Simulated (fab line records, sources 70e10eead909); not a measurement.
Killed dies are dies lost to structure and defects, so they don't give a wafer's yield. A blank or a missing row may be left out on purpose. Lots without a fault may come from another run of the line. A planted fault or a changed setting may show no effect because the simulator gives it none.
Chamber matching | flow nand_harc | NHARC_A_CHANNEL_HOLE_D1_ETCH_39 on rie_diel-02: 4 sister chambers
The step etches the open film in N2/H2, target depth 260 nm, time 325 s. 4 wafers are shown with their chamber, then 9 later ones without.

WAFERS WITH THEIR CHAMBER
wafer  | chamber | showerhead_plenum_p_Torr (Torr)
L631.5 | 1       | 2.12
L630.5 | 2       | 2.08
L634.5 | 0       | 1.98
L634.6 | 3       | 2.02

WAFERS WITHOUT THEIR CHAMBER
wafer  | showerhead_plenum_p_Torr (Torr)
L635.1 | 2.12
L635.2 | 1.98
L635.4 | 2.02
L637.2 | 2.02
L637.3 | 2.08
L637.6 | 2.12
L639.3 | 2.12
L639.5 | 2.07
L639.6 | 2.12

WHICH CHAMBER EACH WENT THROUGH
wafer  | from the rows above | in truth
L635.1 | 1                   | 1
L635.2 | 0                   | 0
L635.4 | 3                   | 3
L637.2 | 3                   | 3
L637.3 | 2                   | 2
L637.6 | 1                   | 1
L639.3 | 1                   | 1
L639.5 | 2                   | 2
L639.6 | 1                   | 1
Placed correctly: 9 of 9. Can't be placed from these rows: 0. Placed wrongly: 0.
How it was worked out, from the rows above alone: a wafer's distance from a chamber is the root of the sum, over the readings, of the square of ((its reading less the chamber's mean) divided by the reading's scatter). The wafer belongs to the nearest chamber; if the next one is less than 2 further off, it can't be placed. A chamber's mean is the mean of its shown wafers. The scatter: with one shown wafer a chamber, the root of the mean of the squares of how far each hidden wafer lies from its nearest shown one.
